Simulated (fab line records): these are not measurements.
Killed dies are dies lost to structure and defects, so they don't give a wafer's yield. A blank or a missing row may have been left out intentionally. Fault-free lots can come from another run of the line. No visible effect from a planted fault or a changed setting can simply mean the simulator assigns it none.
fab line records	flow nandHarc
record lots=12	wafers=36	lastDay=33
route steps=1302 shown P_CONTACT@241 P_M0@277 P_M1@293 END@1302
lots that met no fault: taken from a fault-free run of the same line
startH: start of the lot's first displayed wafer, in hours after the record's first day	waitH: hours elapsed since this lot's preceding step	" as in the row above	L1.1+2: several wafers, shown together as one row	- either no value or no given start	* or withheld: withheld	< > ~ a bound
route shown NAME@n: NAME is a module with steps in the file, n the number in the route of the first one	usual: the fault-free wafers' mean and standard deviation	same: alike in all rows	chamber/n: place in a boat	sites: readings site by site	_std_site: their standard deviation	_edge_site: the outer-site mean with the inner-site mean subtracted	radiusMm: how far each site lies from the wafer's centre	mask NAME#n: copy n	behind: the most recent tool/chamber to have shaped the wafer	hold: cause of the lot's hold/its duration in hours/its outcome	device: whichever transistor did not switch (one of n, p or np)	end of line: tests run on the same wafers once the route is complete	a step given without rows: its recipe and nothing more	killed: dies that structure and defects cost at the first sort, which is not the same as the wafer's yield	map: dies across one wafer; x = killed, . = not, _ = none there
set.NAME: the setting the step ran with; set.NAME@STEP: the setting that earlier step ran with	model.NAME: the simulator's own value behind a step, which no gauge read
steps of the route over a sample of lots; a table a step, a row a wafer
services: the hour from which a tool's chamber was out of use, counted from the record's first day as startH (under 0 if before that day), plus the number of hours and why
## steps
# step NHARC_P_CONTACT_CD_MEAS_19
# usual cdNm=89.7/1
lot.wafer	tool	chamber	startH	waitH	cdNm
L397.2	cdSem-02	-	130.92	-	89.7
L397.3	"	-	"	"	88.9
L397.5	"	-	"	"	90.4
L398.2	cdSem-02	-	135.04	-	91.0
L398.4	"	-	"	"	90.5
L398.6	"	-	"	"	91.6
L401.3	cdSem-03	-	168.08	-	91.3
L401.5	"	-	"	"	90.9
L401.6	"	-	"	"	90.1
L402.1	cdSem-01	-	179.25	-	89.9
L402.2	"	-	"	"	90.5
L402.4	"	-	"	"	90.1
L404.2	cdSem-03	-	194.66	-	89.8
L404.4	"	-	"	"	90.4
L404.6	"	-	"	"	88.4
L405.1	cdSem-01	-	213.58	-	91.1
L405.2	"	-	"	"	89.8
L405.6	"	-	"	"	91.9
L409.2	cdSem-01	-	247.41	-	88.8
L409.5	"	-	"	"	89.2
L409.6	"	-	"	"	88.3
L410.1	cdSem-02	-	264.30	-	90.4
L410.4	"	-	"	"	89.9
L410.6	"	-	"	"	89.4
L411.1	cdSem-02	-	265.08	-	90.5
L411.2	"	-	"	"	89.4
L411.5	"	-	"	"	89.9
L417.2	cdSem-03	-	332.32	-	90.1
L417.4	"	-	"	"	88.7
L417.5	"	-	"	"	87.8
L418.2	cdSem-01	-	340.92	-	90.1
L418.3	"	-	"	"	90.3
L418.4	"	-	"	"	87.7
L419.1	cdSem-02	-	351.89	-	89.7
L419.3	"	-	"	"	89.6
L419.6	"	-	"	"	89.6
# step NHARC_P_M0_ANNEAL_30
# recipe tempC=225	timeS=90
# usual wafer_temp_C_max=225.53/0.2
lot.wafer	tool	chamber	startH	waitH	wafer_temp_C_max
L397.2	rtpAnneal-02	0	135.94	-	225.81
L397.3	"	0	"	"	225.52
L397.5	"	0	"	"	225.59
L398.2	rtpAnneal-02	0	140.02	-	225.44
L398.4	"	0	"	"	225.53
L398.6	"	0	"	"	225.66
L401.3	rtpAnneal-01	0	173.32	-	225.61
L401.5	"	0	"	"	225.57
L401.6	"	0	"	"	225.13
L402.1	rtpAnneal-02	0	184.28	-	225.56
L402.2	"	0	"	"	225.67
L402.4	"	0	"	"	225.73
L404.2	rtpAnneal-02	0	200.00	0.3	225.11
L404.4	"	0	"	"	225.33
L404.6	"	0	"	"	225.07
L405.1	rtpAnneal-02	0	218.57	-	225.44
L405.2	"	0	"	"	225.38
L405.6	"	0	"	"	225.38
L409.2	rtpAnneal-01	0	252.43	-	225.41
L409.5	"	0	"	"	225.43
L409.6	"	0	"	"	225.43
L410.1	rtpAnneal-02	0	269.14	-	225.53
L410.4	"	0	"	"	225.90
L410.6	"	0	"	"	225.46
L411.1	rtpAnneal-01	0	270.03	-	225.63
L411.2	"	0	"	"	225.98
L411.5	"	0	"	"	225.43
L417.2	rtpAnneal-01	0	337.33	0.3	225.65
L417.4	"	0	"	"	225.78
L417.5	"	0	"	"	225.42
L418.2	rtpAnneal-02	0	346.18	-	225.60
L418.3	"	0	"	"	225.47
L418.4	"	0	"	"	225.56
L419.1	rtpAnneal-02	0	356.87	0.3	225.43
L419.3	"	0	"	"	225.78
L419.6	"	0	"	"	225.42
# step NHARC_P_M1_PEB_07
# recipe pebTempC=100	pebTimeS=65
# usual heaterPowerTotalW=156.5/0.43	plateTempC=99.98/0.12
lot.wafer	tool	chamber	startH	waitH	heaterPowerTotalW	plateTempC
L397.2	lithoTrack-01	0	138.33	0.1	156.4	99.99
L397.3	"	0	"	"	157.0	99.99
L397.5	"	0	"	"	156.0	99.99
L398.2	lithoTrack-04	0	142.17	0.1	156.4	99.60
L398.4	"	0	"	"	156.1	99.75
L398.6	"	0	"	"	156.1	99.74
L401.3	lithoTrack-06	0	175.34	0.0	156.8	99.95
L401.5	"	0	"	"	157.0	100.06
L401.6	"	0	"	"	156.7	100.06
L402.1	lithoTrack-01	0	186.59	0.1	157.0	100.14
L402.2	"	0	"	"	156.0	100.06
L402.4	"	0	"	"	156.2	99.93
L404.2	lithoTrack-01	0	202.09	0.1	156.2	100.03
L404.4	"	0	"	"	156.0	100.03
L404.6	"	0	"	"	157.2	100.05
L405.1	lithoTrack-01	0	220.85	0.1	156.9	100.16
L405.2	"	0	"	"	156.5	99.97
L405.6	"	0	"	"	156.1	100.08
L409.2	lithoTrack-01	0	254.52	0.1	160.7	101.70
L409.5	"	0	"	"	159.7	101.69
L409.6	"	0	"	"	160.5	101.75
L410.1	lithoTrack-06	0	271.14	0.1	156.6	100.03
L410.4	"	0	"	"	156.3	100.19
L410.6	"	0	"	"	156.2	100.06
L411.1	lithoTrack-01	0	272.03	0.1	159.9	101.59
L411.2	"	0	"	"	160.7	101.64
L411.5	"	0	"	"	160.0	101.58
L417.2	lithoTrack-04	0	339.59	0.1	157.1	99.94
L417.4	"	0	"	"	157.2	100.02
L417.5	"	0	"	"	156.1	99.85
L418.2	lithoTrack-04	0	348.38	0.1	156.0	100.15
L418.3	"	0	"	"	156.0	99.96
L418.4	"	0	"	"	157.0	99.93
L419.1	lithoTrack-01	0	358.88	0.1	156.2	99.79
L419.3	"	0	"	"	156.3	99.97
L419.6	"	0	"	"	156.4	100.04
# step NHARC_P_M1_CD_MEAS_09
# recipe targetCdNm=130	landingEnergyEv=500
# usual cdNm=130.0/0.59
lot.wafer	tool	chamber	startH	waitH	cdNm
L397.2	cdSem-01	0	138.41	-	130.0
L397.3	"	0	"	"	130.2
L397.5	"	0	"	"	129.8
L398.2	cdSem-03	0	142.25	-	129.4
L398.4	"	0	"	"	130.3
L398.6	"	0	"	"	130.1
L401.3	cdSem-02	0	175.43	-	129.9
L401.5	"	0	"	"	129.7
L401.6	"	0	"	"	130.1
L402.1	cdSem-01	0	186.67	-	131.0
L402.2	"	0	"	"	130.5
L402.4	"	0	"	"	129.8
L404.2	cdSem-02	0	202.17	-	130.1
L404.4	"	0	"	"	129.8
L404.6	"	0	"	"	130.5
L405.1	cdSem-01	0	220.93	-	129.6
L405.2	"	0	"	"	129.5
L405.6	"	0	"	"	129.6
L409.2	cdSem-02	0	254.60	-	135.8
L409.5	"	0	"	"	136.2
L409.6	"	0	"	"	135.7
L410.1	cdSem-03	0	271.22	-	129.4
L410.4	"	0	"	"	130.4
L410.6	"	0	"	"	129.9
L411.1	cdSem-01	0	272.11	-	135.9
L411.2	"	0	"	"	135.9
L411.5	"	0	"	"	136.1
L417.2	cdSem-03	0	339.67	-	130.0
L417.4	"	0	"	"	129.6
L417.5	"	0	"	"	130.2
L418.2	cdSem-01	0	348.46	-	130.2
L418.3	"	0	"	"	130.7
L418.4	"	0	"	"	130.7
L419.1	cdSem-02	0	358.95	-	129.2
L419.3	"	0	"	"	129.2
L419.6	"	0	"	"	128.8
# step NHARC_P_M1_STRIP_18
# recipe powerW=1000	n2FlowSccm=150	h2FlowSccm=150	arFlowSccm=0	biasW=0	chemistry=N2/H2
# usual drypumpMotorCurrentA=5.8/0.48	oesProductAu=0.999/0.0072	rfVppV=90.9/1	showerheadPlenumPTorr=2.06/0.088	throttleValvePct=14.170/0.0093
# same biasW=0
lot.wafer	tool	chamber	startH	waitH	drypumpMotorCurrentA	oesProductAu	rfHoursCounterH	rfVppV	showerheadPlenumPTorr	throttleValvePct
L397.2	rieDiel-13	2	139.07	0.1	6.0	0.996	47	91.3	2.20	14.160
L397.3	"	3	"	"	5.9	0.996	45	91.0	1.97	14.170
L397.5	"	1	"	"	5.3	0.992	-	91.9	2.13	14.180
L398.4	rieDiel-07	2	142.85	0.1	5.3	1.007	1	91.1	2.16	14.160
L398.2	"	0	"	"	5.5	1.007	2	90.5	2.12	14.160
L398.6	"	1	"	"	6.2	0.996	-	90.2	2.02	14.141
L401.3	rieDiel-13	3	176.06	0.1	5.9	1.001	0	90.2	1.96	14.162
L401.5	"	2	"	"	6.0	1.007	-	91.6	2.20	14.173
L401.6	"	3	"	"	5.9	0.992	-	91.2	1.96	14.157
L402.1	rieDiel-09	2	187.23	0.1	6.1	0.993	4	90.7	2.04	14.168
L402.4	"	3	"	"	5.2	1.002	4	91.7	2.20	14.155
L402.2	"	1	"	"	6.6	0.990	3	90.8	1.91	14.157
L404.4	rieDiel-07	1	202.77	0.1	6.1	1.006	4	89.9	2.02	14.179
L404.2	"	2	"	"	5.3	1.009	4	90.8	2.16	14.173
L404.6	"	0	"	"	5.5	0.996	-	92.5	2.12	14.168
L405.2	rieDiel-07	1	221.52	0.1	6.2	0.998	6	91.1	2.02	14.174
L405.1	"	2	"	"	5.3	0.998	5	90.0	2.15	14.173
L405.6	"	1	"	"	6.2	1.000	-	89.9	2.02	14.168
L409.2	rieDiel-13	2	255.16	0.1	6.1	1.001	25	91.4	2.19	14.166
L409.5	"	2	"	"	6.0	0.997	-	90.8	2.19	14.180
L409.6	"	3	"	"	5.8	0.985	-	91.9	1.96	14.165
L410.1	rieDiel-07	1	271.79	0.1	6.2	1.000	9	89.8	2.02	14.191
L410.4	"	2	"	"	5.3	1.000	8	89.8	2.15	14.173
L410.6	"	2	"	"	5.4	1.000	-	92.4	2.15	14.156
L411.1	rieDiel-09	3	273.19	0.1	5.2	0.989	11	91.7	2.20	14.161
L411.2	"	0	"	"	5.0	1.005	10	90.0	2.03	14.182
L411.5	"	1	"	"	6.6	0.999	-	88.9	1.90	14.166
L417.2	rieDiel-13	3	340.23	0.1	5.9	0.993	47	89.4	1.95	14.173
L417.4	"	2	"	"	6.0	1.011	55	94.0	2.18	14.168
L417.5	"	3	"	"	5.8	0.993	-	90.2	1.95	14.174
L418.2	rieDiel-07	0	349.16	0.1	5.5	1.008	3	89.2	2.11	14.154
L418.4	"	0	"	"	5.5	0.999	-	90.6	2.11	14.173
L418.3	"	1	"	"	6.1	1.000	-	91.6	2.01	14.175
L419.3	rieDiel-09	2	359.68	0.1	6.1	0.996	2	92.1	2.03	14.174
L419.1	"	3	"	"	5.2	1.000	2	93.0	2.19	14.158
L419.6	"	2	"	"	6.1	0.999	-	90.6	2.03	14.174
# step NHARC_END_SORT_01
# recipe tempC=25
# usual defectLimitedYield=90/3.3	killedAtArray=61/22	killedAtOther=0.8/1	killedAtPeriphery=3.8/2.3	killedDies=66/22	killedOpen=3.2/1.9	killedShort=2.8/1.8
# same grossDies=677
lot.wafer	tool	chamber	startH	waitH	defectLimitedYield[%]	killedAtArray	killedAtOther	killedAtPeriphery	killedDies	killedOpen	killedShort
L405.1	prober-02	0	650.24	2.5	91	56	0	2	58	4	1
L405.2	prober-02	0	651.04	2.8	90	62	0	6	68	3	7
L405.6	prober-02	0	654.24	4.0	95	29	0	3	32	2	3
# killed by level:class
L405.1 A_SLIT:chamberFilmFlake=31 A_CHANNEL_HOLE_D2:chamberFilmFlake=13 A_STAIRCASE:chamberFilmFlake=4 A_WL_FILL:chamberFilmFlake=2 P_M0:geometricParticle:open=1 A_CHANNEL_HOLE_D1:geometricParticle:short=1 A_SGD_CUT:geometricParticle:open=1 A_WL_FILL:geometricParticle:open=1
L405.2 A_SLIT:chamberFilmFlake=36 A_CHANNEL_HOLE_D2:chamberFilmFlake=11 A_CHANNEL_HOLE_D1:chamberFilmFlake=3 A_CONTACT:chamberFilmFlake=3 P_M0:geometricParticle:open=2 A_WL_FILL:geometricParticle:short=2 A_M0:geometricParticle:short=2 P_CONTACT:geometricParticle:open=1
L405.6 A_SLIT:chamberFilmFlake=17 A_CHANNEL_HOLE_D2:chamberFilmFlake=6 P_CONTACT:geometricParticle:open=1 A_CHANNEL_FILL_D1:geometricParticle:short=1 A_DECK1_JOINT:geometricParticle:short=1 A_WL_FILL:geometricParticle:short=1 A_M1:geometricParticle:open=1 P_STI:chamberFilmFlake=1
## services
tool	chamber	startH	hours	kind
rieDiel-13	-	114.32	0.3	repair
rieDiel-07	-	117.30	9.0	pm
rieDiel-09	-	143.10	9.0	pm
lithoTrack-01	-	155.00	7.0	pm
rieDiel-09	2	158.61	1.7	repair
rieDiel-13	-	165.22	9.0	pm
rieDiel-07	-	174.76	2.2	repair
lithoTrack-06	-	179.00	7.0	pm
lithoTrack-04	-	203.00	7.0	pm
rieDiel-13	0	249.69	2.7	repair
rieDiel-13	0	258.78	4.7	repair
rieDiel-13	3	262.69	16.8	repair
rieDiel-07	-	266.91	4.6	repair
rieDiel-13	1	283.02	23.5	repair
rieDiel-09	2	286.83	1.6	repair
rieDiel-07	-	294.30	9.0	pm
rieDiel-09	-	320.10	9.0	pm
lithoTrack-01	-	330.00	7.0	pm
rieDiel-07	3	339.67	20.3	repair
rieDiel-13	-	344.48	9.0	pm
rieDiel-07	2	346.36	4.1	repair
rieDiel-07	0	353.71	10.8	repair
lithoTrack-06	-	354.00	7.0	pm
rieDiel-07	2	354.92	4.1	repair
## key
firstSign step=NHARC_P_M1_PEB_07	reading=plateTempC	direction=up	sigmas=14	usual=*	struck=*
effect step=NHARC_P_M1_PEB_07	reading=heaterPowerTotalW	direction=up	sigmas=8.7	usual=*	struck=*
effect step=NHARC_P_M1_CD_MEAS_09	reading=cdNm	direction=up	sigmas=10	usual=130.0	struck=135.9	through=controlLoop
metAt NHARC_P_M1_PEB_07
struckLots L409,L411
loopTrim step=NHARC_P_M1_EXPOSE_06	setting=dose	lots=L411
notActingAt NHARC_P_CONTACT_CD_MEAS_19,NHARC_P_M0_ANNEAL_30,NHARC_P_M1_STRIP_18
onsetBetween 220.85 254.52
fault kind=processParameterDrift	tool=lithoTrack-01	chamber=-	onsetH=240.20	steps=NHARC_P_M1_PEB_07	channel=pebTempC	offset=*	shape=step	endH=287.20	actsIn=*	stated=*
# loopTrim: a control loop set the setting to another value than it would have without faults
